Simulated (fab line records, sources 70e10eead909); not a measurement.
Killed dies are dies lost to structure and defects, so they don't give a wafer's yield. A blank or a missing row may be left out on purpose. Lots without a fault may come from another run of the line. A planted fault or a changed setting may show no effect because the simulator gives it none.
Chamber matching | flow nand_harc | NHARC_A_STAIRCASE_TRIM_229 on rie_diel-12: 4 sister chambers
The step chemistry O2, time 211.2 s. 4 wafers are shown with their chamber, then 9 later ones without.

WAFERS WITH THEIR CHAMBER
wafer  | chamber | showerhead_plenum_p_Torr (Torr)
L179.2 | 2       | 3.59
L179.6 | 1       | 3.78
L181.5 | 3       | 3.35
L181.6 | 0       | 3.72

WAFERS WITHOUT THEIR CHAMBER
wafer  | showerhead_plenum_p_Torr (Torr)
L185.3 | 3.58
L186.1 | 3.58
L186.5 | 3.71
L195.1 | 3.57
L195.2 | 3.70
L195.5 | 3.75
L194.4 | 3.70
L194.5 | 3.75
L194.6 | 3.57

WHICH CHAMBER EACH WENT THROUGH
wafer  | from the rows above     | in truth
L185.3 | 2                       | 2
L186.1 | 2                       | 2
L186.5 | 0                       | 0
L195.1 | 2                       | 2
L195.2 | 0                       | 0
L195.5 | can't be placed: 0 or 1 | 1
L194.4 | 0                       | 0
L194.5 | can't be placed: 0 or 1 | 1
L194.6 | 2                       | 2
Placed correctly: 7 of 9. Can't be placed from these rows: 2 (the true chamber is among the candidates in 2). Placed wrongly: 0.
How it was worked out, from the rows above alone: a wafer's distance from a chamber is the root of the sum, over the readings, of the square of ((its reading less the chamber's mean) divided by the reading's scatter). The wafer belongs to the nearest chamber; if the next one is less than 2 further off, it can't be placed. A chamber's mean is the mean of its shown wafers. The scatter: with one shown wafer a chamber, the root of the mean of the squares of how far each hidden wafer lies from its nearest shown one.
